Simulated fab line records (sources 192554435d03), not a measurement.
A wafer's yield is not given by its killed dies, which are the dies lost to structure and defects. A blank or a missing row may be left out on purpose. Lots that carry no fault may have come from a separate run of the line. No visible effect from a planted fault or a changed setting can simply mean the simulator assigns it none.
fab line records	flow n5_finfet
[record] lots = 9	wafers = 27	last_day = 19
route steps=1938 shown BEOL_M0_SAQP@679 BEOL_M4@1111 PASSIVATION@1936
lots untouched by any fault: they come from a run of this same line in which no faults occurred
start_h: hours from the record's opening day to when the first of the lot's shown wafers began	wait_h: time in hours since the lot's previous step	" the same as in the row above	L1.1+2: a row that stands for several wafers	- value missing, or start not given	* or withheld: withheld	< > ~ a bound
route shown NAME@n: names a module that has steps shown in the file, with the first one's number in the route	usual: mean and standard deviation over wafers with no fault	same: alike in all rows	chamber/n: place in a boat	sites: per-site readings	_std_site: the standard deviation of these	_edge_site: inner sites' mean taken away from outer sites' mean	radius_mm: how far each site lies from the wafer's centre	mask NAME#n: copy n	behind: tool/chamber where the wafer was last shaped	hold: cause of the lot's hold/its duration in hours/its outcome	device: names the non-switching transistor (n, p or np)	end of line: tests of these same wafers at the route's end	a step with no rows: only its recipe	killed: dies lost to structure and defects at the first sort, not the wafer's yield	map: shows each die of a wafer: x if killed, . if not, _ if none is there
set.NAME: the setting as run; set.NAME@STEP: as run at that earlier step	model.NAME: the simulator's own value behind a step, which no gauge read
steps of the route over a sample of lots; a table a step, a row a wafer
services: from which hour (start_h, from the record's first day; less than 0 if before it) a tool's chamber was out of use, for how many hours, and why
[[steps]]
[step N5_BEOL_M0_SAQP_CD_MEAS_29]
[recipe] target_cd_nm = 14.4	landing_energy_ev = 1000	detector = se_inlens
[usual] cd_nm = 14.99/0.21
lot.wafer	tool	chamber	start_h	wait_h	cd_nm
L132.1	cd_sem-03	0	124.68	0.1	15.04
L132.3	"	0	"	"	15.08
L132.4	"	0	"	"	15.33
L133.2	cd_sem-03	0	127.57	0.1	15.12
L133.5	"	0	"	"	15.02
L133.6	"	0	"	"	15.07
L137.4	cd_sem-03	0	163.81	0.1	15.33
L137.5	"	0	"	"	14.85
L137.6	"	0	"	"	15.11
L142.3	cd_sem-02	0	184.28	0.1	15.02
L142.4	"	0	"	"	15.19
L142.5	"	0	"	"	14.94
L143.2	cd_sem-03	0	191.45	0.1	15.17
L143.4	"	0	"	"	15.00
L143.6	"	0	"	"	14.60
L149.1	cd_sem-02	0	223.48	0.1	15.07
L149.2	"	0	"	"	15.01
L149.4	"	0	"	"	14.79
L151.2	cd_sem-02	0	235.16	0.1	14.83
L151.5	"	0	"	"	15.33
L151.6	"	0	"	"	14.92
L150.2	cd_sem-03	0	237.95	0.1	15.04
L150.3	"	0	"	"	15.01
L150.6	"	0	"	"	14.84
L153.2	cd_sem-03	0	247.87	0.1	15.33
L153.3	"	0	"	"	15.11
L153.5	"	0	"	"	14.75
[step N5_BEOL_M0_SAQP_ETCH_88]
[recipe] chemistry = N2/H2	target = underlayer	target_depth_a = 65	time_s = 5.2	ion_energy_ev = 200	mask_material = CAR-EUV	pressure_mtorr = 30	source_w = 840	bias_w = 150	n2_flow_sccm = 200	h2_flow_sccm = 200	ends = cleared
[usual] drypump_motor_current_A = 5.6/0.34	etch_rf_on_time_s = 5.20/0.079	h2_flow_sccm = 199.9/0.6	oes_product_au = 0.65/0.073	rf_vpp_V = 523.0/2.9	showerhead_plenum_p_Torr = 2.50/0.092	throttle_valve_pct = 17.98/0.3
lot.wafer	tool	chamber	start_h	wait_h	drypump_motor_current_A	etch_rf_on_time_s	h2_flow_sccm	oes_product_au	rf_hours_counter_h	rf_vpp_V	showerhead_plenum_p_Torr	throttle_valve_pct
L132.1	rie_diel-05	3	125.14	0.0	5.7	5.30	200.0	0.59	227	523.8	2.62	18.33
L132.3	"	1	"	"	5.4	5.13	199.8	0.66	134	524.6	2.55	17.68
L132.4	"	2	"	"	5.2	5.16	199.7	0.67	130	521.6	2.46	18.43
L133.2	rie_diel-06	3	128.03	0.0	5.7	5.28	199.8	0.60	205	522.6	2.51	18.30
L133.5	"	3	"	"	5.7	5.21	201.0	0.59	-	523.4	2.51	18.30
L133.6	"	2	"	"	6.1	5.28	201.2	0.58	-	523.1	2.41	17.86
L137.4	rie_diel-05	3	164.40	0.0	5.7	5.26	200.0	0.59	235	525.8	2.61	18.35
L137.5	"	0	"	"	5.9	5.14	200.5	0.60	-	524.5	2.51	18.27
L137.6	"	3	"	"	5.7	5.31	199.0	0.57	-	527.9	2.61	18.30
L142.3	rie_diel-02	0	184.87	0.0	5.1	5.09	199.8	0.66	176	528.2	2.64	17.63
L142.4	"	1	"	"	5.8	5.14	199.9	0.80	8	522.5	2.61	17.77
L142.5	"	3	"	"	5.2	5.12	200.1	0.69	-	517.9	2.35	17.73
L143.2	rie_diel-05	3	192.04	0.0	5.7	5.41	199.4	0.58	246	524.3	2.61	18.37
L143.4	"	2	"	"	5.2	5.24	199.7	0.63	-	521.6	2.45	18.48
L143.6	"	3	"	"	5.7	5.43	199.4	0.58	-	525.7	2.61	18.34
L149.1	rie_diel-02	0	224.23	0.0	5.1	5.13	200.3	0.64	185	527.2	2.64	17.61
L149.2	"	1	"	"	5.8	5.15	199.1	0.80	17	525.1	2.60	17.75
L149.4	"	2	"	"	6.1	5.17	199.4	0.64	156	526.7	2.65	17.63
L151.2	rie_diel-05	0	235.62	0.0	5.9	5.19	201.0	0.81	11	523.2	2.50	17.85
L151.5	"	2	"	"	5.2	5.30	199.1	0.63	-	521.9	2.44	18.53
L151.6	"	3	"	"	5.7	5.19	200.3	0.84	-	523.8	2.61	17.95
L150.2	rie_diel-06	1	238.54	0.0	5.6	5.13	200.3	0.77	26	522.3	2.49	17.97
L150.3	"	3	"	"	5.7	5.27	199.4	0.58	231	521.2	2.50	18.36
L150.6	"	3	"	"	5.7	5.20	199.8	0.57	-	523.8	2.50	18.35
L153.2	rie_diel-06	3	248.58	0.0	5.7	5.28	199.8	0.59	234	522.7	2.50	18.35
L153.3	"	1	"	"	5.6	5.18	200.0	0.78	29	522.6	2.49	17.92
L153.5	"	0	"	"	5.9	5.30	200.3	0.60	-	520.4	2.42	18.19
[step N5_BEOL_M0_SAQP_CUT_ETCH_46]
[recipe] chemistry = N2/H2	target = SOC	target_depth_a = 1350	overetch_a = 270	temp_c = 40	time_s = 202.5	ion_energy_ev = 200	mask_material = SiARC	pressure_mtorr = 30	source_w = 840	bias_w = 150	n2_flow_sccm = 200	h2_flow_sccm = 200
[usual] drypump_motor_current_A = 5.6/0.34	h2_flow_sccm = 200.1/0.62	rf_vpp_V = 522.8/2.6	showerhead_plenum_p_Torr = 2.50/0.092	throttle_valve_pct = 17.94/0.3
lot.wafer	tool	chamber	start_h	wait_h	drypump_motor_current_A	h2_flow_sccm	rf_hours_counter_h	rf_vpp_V	showerhead_plenum_p_Torr	throttle_valve_pct
L132.1	rie_diel-05	3	125.19	0.0	5.7	200.8	227	526.4	2.62	18.27
L132.3	"	1	"	"	5.4	200.8	134	524.7	2.55	17.66
L132.4	"	2	"	"	5.2	200.1	130	520.2	2.46	18.41
L133.2	rie_diel-06	3	128.08	0.0	5.7	199.8	205	522.6	2.51	18.26
L133.5	"	3	"	"	5.7	201.2	-	524.4	2.51	18.25
L133.6	"	2	"	"	6.1	199.3	-	520.1	2.42	17.80
L137.4	rie_diel-05	3	164.45	0.0	5.7	200.6	235	526.0	2.61	18.28
L137.5	"	0	"	"	5.9	200.5	-	521.7	2.51	18.21
L137.6	"	3	"	"	5.7	200.6	-	524.6	2.61	18.29
L142.3	rie_diel-02	0	184.92	0.0	5.1	199.8	176	526.2	2.64	17.58
L142.4	"	1	"	"	5.8	199.7	8	525.1	2.61	17.72
L142.5	"	3	"	"	5.2	200.8	-	518.2	2.35	17.69
L143.2	rie_diel-05	3	192.09	0.0	5.7	199.9	246	525.0	2.61	18.32
L143.4	"	2	"	"	5.2	199.3	-	521.5	2.45	18.45
L143.6	"	3	"	"	5.7	199.4	-	524.6	2.61	18.32
L149.1	rie_diel-02	0	224.28	0.0	5.1	200.0	185	525.7	2.64	17.57
L149.2	"	1	"	"	5.8	200.4	17	524.1	2.60	17.74
L149.4	"	2	"	"	6.1	200.2	156	525.9	2.65	17.61
L151.2	rie_diel-05	0	235.67	0.0	5.9	199.9	11	522.2	2.50	17.80
L151.5	"	2	"	"	5.2	200.6	-	521.0	2.44	18.46
L151.6	"	3	"	"	5.7	200.2	-	525.7	2.61	17.88
L150.2	rie_diel-06	1	238.59	0.0	5.6	199.6	26	521.6	2.49	17.92
L150.3	"	3	"	"	5.7	200.2	231	522.0	2.50	18.34
L150.6	"	3	"	"	5.7	199.7	-	523.8	2.50	18.31
L153.2	rie_diel-06	3	248.63	0.0	5.7	199.2	234	523.0	2.50	18.32
L153.3	"	1	"	"	5.6	200.3	29	522.5	2.49	17.89
L153.5	"	0	"	"	5.9	200.3	-	519.1	2.42	18.14
[step N5_BEOL_M0_SAQP_ALD_48]
[recipe] material = SiO2	target_thk_a = 200	temp_c = 100	ald_precursor_family = BDEAS	ald_co_reactant = O2-plasma	pulse_time_s = 1	co_reactant_pulse_time_s = 1	purge_time_s = 2	co_reactant_purge_time_s = 2	ald_cycles = 139	pressure_torr = 2
[usual] ald_cycles = 139/0	chamber_pressure_Torr = 2.000/0.0043	heater_power_w = 79/4.9	precursor_pulse_height_rel = 1.001/0.022
lot.wafer	tool	chamber	start_h	wait_h	ald_cycles	chamber_pressure_Torr	heater_power_w	precursor_pulse_height_rel
L132.1	ald_sin-04	0	125.39	0.0	139	2.001	77	0.997
L132.3	"	3	"	"	139	2.006	78	1.015
L132.4	"	1	"	"	139	2.004	84	0.990
L133.2	ald_sin-04	0	128.28	0.0	139	2.005	77	1.020
L133.5	"	0	"	"	139	1.999	80	0.991
L133.6	"	1	"	"	139	2.005	84	1.010
L137.4	ald_sin-04	0	164.65	0.0	139	1.999	76	1.006
L137.5	"	0	"	"	139	1.990	77	1.020
L137.6	"	3	"	"	139	1.993	79	1.008
L142.3	ald_sin-03	3	185.12	0.0	-	-	-	-
L142.4	"	3	"	"	-	-	-	-
L142.5	"	0	"	"	-	-	-	-
L143.2	ald_sin-04	0	192.29	0.0	-	-	-	-
L143.4	"	2	"	"	-	-	-	-
L143.6	"	0	"	"	-	-	-	-
L149.1	ald_sin-01	0	224.48	0.0	139	1.995	71	0.974
L149.2	"	2	"	"	139	2.005	85	0.999
L149.4	"	1	"	"	139	2.001	80	1.019
L151.2	ald_sin-03	2	236.07	0.2	139	2.007	72	1.028
L151.5	"	3	"	"	139	1.991	73	0.994
L151.6	"	0	"	"	139	2.005	85	0.966
L150.2	ald_sin-04	3	238.81	0.1	139	1.993	77	0.969
L150.3	"	1	"	"	139	1.994	88	1.008
L150.6	"	1	"	"	139	1.998	87	0.994
L153.2	ald_sin-04	1	248.84	0.0	139	2.007	86	1.014
L153.3	"	2	"	"	139	1.996	77	1.022
L153.5	"	3	"	"	139	1.996	77	0.966
[step N5_BEOL_M4_RC_MEAS_101]
[usual] DIBL_N = 36.6/1.1	DIBL_P = 36.7/1.5	IOFF_N = 0.155/0.019	IOFF_P = 0.208/0.025	ION_N = 673/8.5	ION_P = 462/5.9	SS_N = 71.6/0.58	SS_P = 73.5/0.51	VT_N = 250.7/2.4	VT_P = -251/3
lot.wafer	tool	chamber	start_h	wait_h	DIBL_N[mV/V]	DIBL_P[mV/V]	IOFF_N[nA/um]	IOFF_P[nA/um]	ION_N[uA/um]	ION_P[uA/um]	SS_N[mV/dec]	SS_P[mV/dec]	VT_N[mV]	VT_P[mV]
L132.1	prober-02	0	238.15	0.0	34.9	32.8	0.140	0.178	673	464	71.2	72.9	250.1	-251
L132.3	"	0	"	"	36.0	34.5	0.161	0.202	675	466	71.0	72.9	248.8	-252
L132.4	"	0	"	"	35.5	34.1	0.154	0.193	670	457	70.9	73.0	249.8	-251
L133.2	prober-02	0	244.54	0.2	35.4	35.1	0.154	0.207	667	461	71.7	73.3	249.7	-248
L133.5	"	0	"	"	36.8	36.9	0.183	0.242	678	467	72.5	73.5	247.9	-247
L133.6	"	0	"	"	36.9	37.4	0.185	0.248	683	468	72.2	73.1	245.7	-248
L137.4	prober-01	0	276.12	0.5	38.0	37.6	0.171	0.246	662	462	71.5	73.6	251.7	-245
L137.5	"	0	"	"	36.2	37.0	0.148	0.239	671	469	71.7	73.6	249.9	-246
L137.6	"	0	"	"	38.2	38.8	0.170	0.265	665	467	71.8	73.6	247.1	-246
L149.1	prober-01	0	320.36	0.0	37.6	37.0	0.159	0.202	665	456	71.7	73.6	250.7	-251
L149.2	"	0	"	"	35.8	35.7	0.132	0.175	674	458	71.4	73.3	252.7	-255
L149.4	"	0	"	"	37.0	36.6	0.149	0.185	665	455	71.3	73.8	250.0	-254
L150.2	prober-01	0	347.62	0.2	36.1	37.2	0.149	0.219	661	463	71.4	73.3	254.1	-247
L150.3	"	0	"	"	37.0	37.9	0.164	0.234	681	468	71.4	73.8	250.1	-246
L150.6	"	0	"	"	35.9	37.1	0.144	0.219	662	458	71.4	73.0	251.0	-247
L151.2	prober-01	0	362.67	0.2	36.5	36.6	0.150	0.218	675	464	71.7	73.4	251.7	-249
L151.5	"	0	"	"	37.8	37.9	0.170	0.245	677	469	71.5	74.2	252.2	-247
L151.6	"	0	"	"	35.7	35.1	0.131	0.200	675	471	71.2	73.5	253.5	-248
L153.2	prober-02	0	366.56	0.2	36.8	36.1	0.155	0.218	681	469	72.4	73.6	247.5	-249
L153.3	"	0	"	"	37.9	37.3	0.179	0.236	696	468	71.5	74.0	247.6	-251
L153.5	"	0	"	"	34.4	32.9	0.123	0.166	668	455	71.7	72.3	252.1	-254
[step N5_PASSIVATION_PROBE_49]
[usual] defect_limited_yield = 91.2/1.4	killed_at_M0_to_M3 = 36/11	killed_at_M4_up = 14/5.6	killed_at_contacts = 12/5.9	killed_at_front_end = 38/13	killed_at_other = 3.5/2.7	killed_dies = 104/17	killed_on_rim = 14/3.9	killed_open = 68/12	killed_short = 34/8.2	sort_bin_5_function = 5.1/0.95	sort_bin_6_memory = 3.3/0.7	sort_n_pass = 1076/17	sort_yield_pct = 91.2/1.4
[same] gross_dies = 1180	killed_at_back_side = 0	sort_bin_4_leakage[%] = 0	sort_bin_8_speed[%] = 0
lot.wafer	tool	chamber	start_h	wait_h	defect_limited_yield[%]	killed_at_M0_to_M3	killed_at_M4_up	killed_at_contacts	killed_at_front_end	killed_at_other	killed_dies	killed_on_rim	killed_open	killed_short	sort_bin_5_function[%]	sort_bin_6_memory[%]	sort_n_pass	sort_yield_pct[%]
L137.4	prober-02	-	390.65	0.6	92.0	27	20	19	25	3	94	11	74	19	4.7	3.1	1086	92.0
L137.5	prober-02	-	390.70	0.7	90.3	40	15	13	39	7	114	12	61	50	5.2	4.1	1066	90.3
L137.6	prober-02	-	390.75	0.7	90.3	28	17	19	36	15	115	11	72	43	5.9	3.5	1065	90.3
L143.2	prober-01	-	414.61	0.1	0	1164	8	1	7	0	1180	152	15	9	72.3	2.7	0	0
L143.4	prober-01	-	414.71	0.2	0	1169	5	2	4	0	1180	152	11	10	74.0	2.9	0	0
L143.6	prober-01	-	414.81	0.3	0	1165	1	1	13	0	1180	152	17	5	73.3	3.1	0	0
L142.3	prober-01	-	432.05	0.1	0	1170	5	1	4	0	1180	152	11	6	71.9	3.2	0	0
L142.4	prober-01	-	432.10	0.2	0	1172	2	0	5	1	1180	152	13	5	70.9	4.1	0	0
L142.5	prober-01	-	432.15	0.2	0	1161	7	0	11	1	1180	152	19	3	73.7	2.7	0	0
L149.1	prober-01	-	437.50	0.0	90.6	32	16	12	48	3	111	12	74	32	5.1	3.8	1069	90.6
L149.2	prober-01	-	437.55	0.1	89.2	32	24	10	59	3	128	18	82	44	5.6	5.0	1052	89.2
L149.4	prober-01	-	437.65	0.2	90.0	46	12	12	47	1	118	13	77	40	6.3	3.0	1062	90.0
L150.2	prober-01	-	453.11	0.1	91.5	34	10	16	37	3	100	15	68	30	4.5	3.7	1080	91.5
L150.3	prober-01	-	453.16	0.1	89.1	47	10	22	49	1	129	19	95	32	6.4	4.1	1051	89.1
L150.6	prober-01	-	453.31	0.3	93.5	19	17	14	24	3	77	14	56	20	4.6	1.7	1103	93.5
L151.2	prober-01	-	462.88	0.1	92.1	31	13	14	31	4	93	14	61	30	5.3	2.2	1087	92.1
L151.5	prober-01	-	463.03	0.2	93.2	30	17	12	19	2	80	7	47	31	4.3	2.3	1100	93.2
L151.6	prober-01	-	463.08	0.3	93.4	32	16	3	25	2	78	10	53	20	4.5	1.9	1102	93.4
// killed by level:class
L137.4 MOL_CONTACT_COAG:geometric_particle:open=15 BEOL_M4:geometric_particle:open=12 BEOL_M3:geometric_particle:open=10 DUMMY_GATE:geometric_particle:open=7 BEOL_M2:geometric_particle:open=5 FIN_SAQP:geometric_particle:short=4 STI_FIN_REVEAL:geometric_particle:open=4 BEOL_M0_SAQP:geometric_particle:open=4
L137.5 MOL_CONTACT_COAG:geometric_particle:open=10 BEOL_M0_SAQP:geometric_particle:short=9 BEOL_M0_SAQP:geometric_particle:open=7 BEOL_M3:geometric_particle:open=7 FIN_SAQP:geometric_particle:short=6 FIN_SAQP:geometric_particle:open=5 DUMMY_GATE:geometric_particle:open=5 BEOL_M2:geometric_particle:open=5
L137.6 MOL_CONTACT_COAG:geometric_particle:open=15 BEOL_M0_SAQP:geometric_particle:short=7 BEOL_M4:geometric_particle:open=7 FIN_SAQP:geometric_particle:short=6 GATE_CUT:geometric_particle:short=6 ILD0:geometric_particle:open=5 BEOL_M0_SAQP:geometric_particle:open=5 PASS1_CAP:geometric_particle:short=5
L143.2 BEOL_M0_SAQP:lost_pattern=1153 BEOL_M4:geometric_particle:open=5 BEOL_M0_SAQP:geometric_particle:short=3 BEOL_M0_SAQP:area_ald=3 FIN_SAQP:geometric_particle:open=2 STI_FIN_REVEAL:geometric_particle:open=2 BEOL_M4:geometric_particle:short=2 BEOL_M0_SAQP:geometric_particle:open=2
L143.4 BEOL_M0_SAQP:lost_pattern=1153 BEOL_M0_SAQP:geometric_particle:open=6 BEOL_M0_SAQP:area_ald=6 BEOL_M4:geometric_particle:short=3 FIN_SAQP:geometric_particle:short=2 MOL_CONTACT_COAG:geometric_particle:open=2 GATE_CUT:geometric_particle:short=1 BEOL_M0_SAQP:geometric_particle:short=1
L143.6 BEOL_M0_SAQP:lost_pattern=1156 BEOL_M3:geometric_particle:open=6 FIN_SAQP:geometric_particle:open=5 STI_FIN_REVEAL:geometric_particle:short=2 BEOL_M0_SAQP:area_ald=2 FIN_SAQP:geometric_particle:short=1 STI_FIN_REVEAL:geometric_particle:open=1 DUMMY_GATE:geometric_particle:open=1
L142.3 BEOL_M0_SAQP:lost_pattern=1156 BEOL_M0_SAQP:area_ald=7 STI_FIN_REVEAL:geometric_particle:open=3 BEOL_M5:geometric_particle:short=3 BEOL_M0_SAQP:geometric_particle:open=2 BEOL_M3:geometric_particle:open=2 FIN_SAQP:geometric_particle:short=1 MOL_CONTACT_COAG:geometric_particle:open=1
L142.4 BEOL_M0_SAQP:lost_pattern=1156 BEOL_M0_SAQP:area_ald=6 BEOL_M3:geometric_particle:open=3 BEOL_M1:geometric_particle:short=2 FIN_SAQP:geometric_particle:open=1 STI_FIN_REVEAL:geometric_particle:open=1 DUMMY_GATE:geometric_particle:open=1 ILD0:geometric_particle:open=1
L142.5 BEOL_M0_SAQP:lost_pattern=1154 STI_FIN_REVEAL:geometric_particle:open=6 BEOL_M4:geometric_particle:open=4 BEOL_M0_SAQP:area_ald=4 BEOL_M11:geometric_particle:open=2 BEOL_M2:geometric_particle:open=2 GATE_CUT:geometric_particle:open=1 DUMMY_GATE:geometric_particle:open=1
L149.1 FIN_SAQP:geometric_particle:open=14 FIN_SAQP:geometric_particle:short=10 MOL_CONTACT_COAG:geometric_particle:open=10 STI_FIN_REVEAL:geometric_particle:open=9 BEOL_M2:geometric_particle:open=9 BEOL_M4:geometric_particle:open=5 BEOL_M0_SAQP:geometric_particle:open=5 BEOL_M1:geometric_particle:open=5
L149.2 FIN_SAQP:geometric_particle:open=20 BEOL_M4:geometric_particle:open=16 FIN_SAQP:geometric_particle:short=12 BEOL_M0_SAQP:geometric_particle:short=10 BEOL_M0_SAQP:geometric_particle:open=7 GATE_CUT:geometric_particle:short=7 BEOL_M3:geometric_particle:open=6 MOL_CONTACT_COAG:geometric_particle:open=6
L149.4 FIN_SAQP:geometric_particle:open=19 FIN_SAQP:geometric_particle:short=9 BEOL_M0_SAQP:geometric_particle:open=8 BEOL_M3:geometric_particle:open=7 MOL_CONTACT_COAG:geometric_particle:open=7 BEOL_M2:geometric_particle:open=6 BEOL_M1:geometric_particle:open=6 BEOL_M1:geometric_particle:short=6
L150.2 STI_FIN_REVEAL:geometric_particle:open=14 MOL_CONTACT_COAG:geometric_particle:open=9 BEOL_M0_SAQP:geometric_particle:short=8 MOL_CONTACT_COAG:geometric_particle:short=7 BEOL_M3:geometric_particle:open=7 BEOL_M4:geometric_particle:open=6 GATE_CUT:geometric_particle:open=6 FIN_SAQP:geometric_particle:open=5
L150.3 STI_FIN_REVEAL:geometric_particle:open=20 MOL_CONTACT_COAG:geometric_particle:open=19 BEOL_M2:geometric_particle:open=12 BEOL_M3:geometric_particle:open=11 BEOL_M0_SAQP:geometric_particle:open=7 BEOL_M0_SAQP:geometric_particle:short=7 DUMMY_GATE:geometric_particle:open=5 FIN_SAQP:geometric_particle:open=4
L150.6 BEOL_M4:geometric_particle:open=11 MOL_CONTACT_COAG:geometric_particle:open=10 STI_FIN_REVEAL:geometric_particle:open=7 DUMMY_GATE:geometric_particle:open=5 BEOL_M2:geometric_particle:open=5 MOL_CONTACT_COAG:geometric_particle:short=4 BEOL_M4:geometric_particle:short=4 GATE_CUT:geometric_particle:short=3
L151.2 BEOL_M2:geometric_particle:open=11 MOL_CONTACT_COAG:geometric_particle:open=11 BEOL_M3:geometric_particle:open=6 FIN_SAQP:geometric_particle:short=5 FIN_SAQP:geometric_particle:open=5 BEOL_M0_SAQP:geometric_particle:short=5 STI_FIN_REVEAL:geometric_particle:open=4 DUMMY_GATE:geometric_particle:open=4
L151.5 MOL_CONTACT_COAG:geometric_particle:open=8 BEOL_M0_SAQP:geometric_particle:open=6 BEOL_M4:geometric_particle:open=6 BEOL_M0_SAQP:geometric_particle:short=5 BEOL_M1:geometric_particle:open=5 BEOL_M3:geometric_particle:open=5 GATE_CUT:geometric_particle:short=4 BEOL_M4:geometric_particle:short=4
L151.6 FIN_SAQP:geometric_particle:open=7 BEOL_M0_SAQP:geometric_particle:open=7 BEOL_M3:geometric_particle:open=7 BEOL_M2:geometric_particle:open=6 BEOL_M4:geometric_particle:open=6 FIN_SAQP:geometric_particle:short=5 BEOL_M0_SAQP:geometric_particle:short=5 STI_FIN_REVEAL:geometric_particle:open=4
[[services]]
tool	chamber	start_h	hours	kind
rie_diel-06	1	114.94	7.7	repair
rie_diel-06	1	125.01	2.9	repair
rie_diel-02	1	128.96	-	clean
rie_diel-02	1	128.96	-	consumable_replace:focus_ring
rie_diel-02	1	128.96	27.2	scheduled_down
ald_sin-01	3	130.77	3.8	repair
rie_diel-05	3	137.84	4.4	repair
ald_sin-01	3	151.62	5.5	repair
ald_sin-01	3	162.58	5.4	repair
rie_diel-02	0	167.44	8.3	repair
ald_sin-01	0	168.02	19.7	repair
ald_sin-04	3	176.50	16.5	repair
ald_sin-01	-	176.75	14.0	pm
rie_diel-05	-	180.15	0.6	repair
rie_diel-05	3	202.60	-	clean
rie_diel-05	3	202.60	-	consumable_replace:focus_ring
rie_diel-05	3	202.60	24.6	scheduled_down
rie_diel-05	3	202.60	24.6	vent_cycle
ald_sin-03	1	207.66	5.8	repair
ald_sin-03	0	214.54	3.8	repair
rie_diel-06	2	218.65	12.9	repair
ald_sin-01	-	231.21	1.0	repair
ald_sin-01	2	243.61	8.0	repair
rie_diel-02	3	245.31	7.2	repair
[[key]]
[first_sign] step = N5_BEOL_M0_SAQP_ALD_48	reading = tool_record	direction = missing
[effect] step = N5_PASSIVATION_PROBE_49	reading = killed_at_M0_to_M3	direction = up	sigmas = 99+	usual = 36	struck = 1167
met_at N5_BEOL_M0_SAQP_ALD_48
struck_lots L142,L143
later_rows_left_out L142.3,L142.4,L142.5,L143.2,L143.4,L143.6
not_acting_at N5_BEOL_M0_SAQP_CD_MEAS_29,N5_BEOL_M0_SAQP_ETCH_88,N5_BEOL_M0_SAQP_CUT_ETCH_46
onset_between 164.65 185.12
[fault] kind = skipped_step_whole	tool = ald_sin-03,ald_sin-04	chamber = -	onset_h = 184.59	steps = N5_BEOL_M0_SAQP_ALD_48	scope = struck_lots_only
// later_rows_left_out: the simulator's readings of these wafers behind a module that went badly wrong aren't trusted and aren't shown, but for the sort
